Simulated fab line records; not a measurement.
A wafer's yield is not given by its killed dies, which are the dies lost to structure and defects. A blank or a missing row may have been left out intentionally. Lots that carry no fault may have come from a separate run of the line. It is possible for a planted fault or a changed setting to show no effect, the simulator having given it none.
Chamber matching | flow nand-harc | NHARC_A_BONDPAD_ETCH_12 on rie-diel-05: 4 sister chambers
The step etches the open film in CHF3/O2, target depth 220 nm, time 110 s. 7 wafers are shown with their chamber, then 8 later ones without.

== WAFERS, EACH WITH ITS CHAMBER ==
wafer  | chamber | drypump-motor-current-A (A) | rf-vpp-V (V)
L856.3 | 3       | 6.4                         | 374.0
L856.4 | 0       | 4.8                         | 368.1
L851.1 | 1       | 5.8                         | 371.8
L854.2 | 0       | 4.8                         | 366.8
L854.3 | 1       | 5.8                         | 371.5
L854.4 | 2       | 5.9                         | 370.3
L857.3 | 2       | 6.0                         | 369.2

== WAFERS WITHOUT THEIR CHAMBER ==
wafer  | drypump-motor-current-A (A) | rf-vpp-V (V)
L857.4 | 4.8                         | 366.5
L857.6 | 6.4                         | 375.5
L861.1 | 4.8                         | 369.4
L861.3 | 6.4                         | 373.5
L861.4 | 5.8                         | 372.1
L858.1 | 6.4                         | 374.1
L858.2 | 5.9                         | 368.1
L858.6 | 5.8                         | 372.1

== THE CHAMBER EACH PASSED THROUGH ==
wafer  | from the rows above | in truth
L857.4 | 0                   | 0
L857.6 | 3                   | 3
L861.1 | 0                   | 0
L861.3 | 3                   | 3
L861.4 | 1                   | 1
L858.1 | 3                   | 3
L858.2 | 2                   | 2
L858.6 | 1                   | 1
8 of 8 placed correctly. Not placeable from these rows: 0. Number placed wrongly: 0.
How it was worked out, from the rows above alone: a wafer's distance from a chamber is the root of the sum, over the readings, of the square of ((its reading less the chamber's mean) divided by the reading's scatter). If the next closest chamber is less than 2 further off than the closest, the wafer can't be placed; otherwise it belongs to the closest. A chamber's mean is the mean of its shown wafers. How the scatter is found: for the shown wafers, subtract from each reading the mean of its chamber, square and add these, divide the total by (wafers less chambers), then take the root.
